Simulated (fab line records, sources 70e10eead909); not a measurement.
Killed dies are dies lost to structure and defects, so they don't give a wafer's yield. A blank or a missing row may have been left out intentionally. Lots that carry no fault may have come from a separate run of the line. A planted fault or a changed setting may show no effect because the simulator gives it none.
Problem report, 8D (eight disciplines) form, completed by code / flow nandHarc / the parts of the form that need people (team, actions taken, sign-off) are left out

1. THE PROBLEM
At NHARC_END_SORT_01, killedAtArray averages 163 over 3 wafers from 2 lots, while fault-free wafers read 62, standard deviation 16. Measured from the usual mean, that is +6.3 standard deviations.
Seen first at day 29 00:13 on prober-02, wafer L460.1. The record holds 9 wafers of 3 lots with a number at this step. By rule, "out" or "out of limits" means more than 4 standard deviations away from the usual mean. Any other wafer with a number is counted as sound.

2. WHAT THIS IS AND IS NOT
question=which readings at this step | is=killedAtArray, killedDies | is not=killedAtOther, killedAtPeriphery, killedOpen
question=which lots | is=L460, L463 | is not=L466
question=which wafers of those lots | is=L460.1, L463.1, L463.4 | is not=L460.3, L460.5, L463.3
question=read on which gauges | is=prober-02 | is not=prober-01
question=when | is=from day 29 00:13 | is not=up to then (0 sound wafers); but 6 sound wafers of L460, L463, L466 came after

3. WHAT RULES OUT EACH SUSPECT
Counting: any tool at a process step up to the reading remains a suspect provided it ran every lot that is out. Sound lots after the first of them don't rule it out here, since some wafers of a struck lot are sound.
- the gauge at NHARC_END_SORT_01: kept. All the wafers that are out were read on prober-02, and no step on other tools shows them out.
- pecvd-04 at NHARC_A_STAIRCASE_DEP_322 (deposits SiO2, target thk 7200 nm): kept. It ran every lot that is out, first L460 (day 22 15:25).
Left after counting: pecvd-04 at NHARC_A_STAIRCASE_DEP_322, prober-02 at NHARC_END_SORT_01.

4. THE CAUSE (what the simulator had put in)
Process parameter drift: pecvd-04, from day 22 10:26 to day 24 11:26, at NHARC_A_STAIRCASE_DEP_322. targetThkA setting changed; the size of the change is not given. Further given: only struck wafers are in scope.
Of the 2 suspects that counting leaves, this tool is one.

5. THE CHAIN OF EFFECTS, in route order
Rows list readings where the struck wafers' mean (over those with a number) sits beyond 3 standard deviations from the usual. Scope: only readings with a usual standard deviation given in the record; hours: median across lots of the time from each lot's start at the first step in this table that gives one to its start at this step; sigmas: change in usual standard deviations.
hours=0; step=NHARC_END_SORT_01; reading=killedAtArray; usual=62; on struck wafers=163; change=+101; sigmas=+6.3
hours=0; step=NHARC_END_SORT_01; reading=killedDies; usual=67; on struck wafers=166; change=+99; sigmas=+6.2

6. HOW IT WOULD HAVE BEEN CAUGHT EARLIER
158 hours passed between the start of the fault at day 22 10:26 and the first reading out of limits at a measuring or inspecting step in this record, taken at day 29 00:13.
An alarm limit of 4 standard deviations would not have fired on the tool readings at NHARC_A_STAIRCASE_DEP_322 for which the record gives a usual standard deviation, since none of them was out on any struck wafer.
By day 29 00:13, every lot that is out (2) had started NHARC_A_STAIRCASE_DEP_322 on pecvd-04. None of them would have been spared by holding the tool at that moment.
